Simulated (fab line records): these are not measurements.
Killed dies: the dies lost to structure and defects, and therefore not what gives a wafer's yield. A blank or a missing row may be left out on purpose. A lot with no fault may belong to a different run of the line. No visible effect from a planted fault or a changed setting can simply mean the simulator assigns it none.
Chamber matching	flow n5Finfet	aldSin-03 running N5_BEOL_M0_SAQP_SPACER2_ALD_26: 4 sister chambers
The step deposits SiO2, target thk 15 nm, pulse time 1 s, purge time 2 s. 4 wafers are shown with their chamber, then 8 later ones without.

== WAFERS, EACH WITH ITS CHAMBER ==
wafer	chamber	heaterPowerW (W)
L076.1	1	477
L089.2	2	470
L089.3	3	553
L091.2	0	456

== WAFERS WITHOUT THEIR CHAMBER ==
wafer	heaterPowerW (W)
L091.4	477
L091.6	479
L092.2	480
L092.3	547
L092.5	535
L097.2	463
L097.3	558
L097.4	489

== THE CHAMBER EACH PASSED THROUGH ==
wafer	from the rows above	in truth
L091.4	can't be placed: 1 or 2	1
L091.6	can't be placed: 1 or 2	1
L092.2	can't be placed: 1 or 2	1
L092.3	3	3
L092.5	3	3
L097.2	can't be placed: 0 or 2 or 1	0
L097.3	3	3
L097.4	can't be placed: 1 or 2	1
3 of 8 placed correctly. Can't be placed from these rows: 5 (the true chamber is among the candidates in 5). Number placed wrongly: 0.
How it was worked out, from the rows above alone: a wafer's distance from a chamber is the root of the sum, over the readings, of the square of ((its reading less the chamber's mean) divided by the reading's scatter). If the next closest chamber is less than 2 further off than the closest, the wafer can't be placed; otherwise it belongs to the closest. A chamber's mean is the mean of its shown wafers. The scatter: with one shown wafer a chamber, the root of the mean of the squares of how far each hidden wafer lies from its nearest shown one.
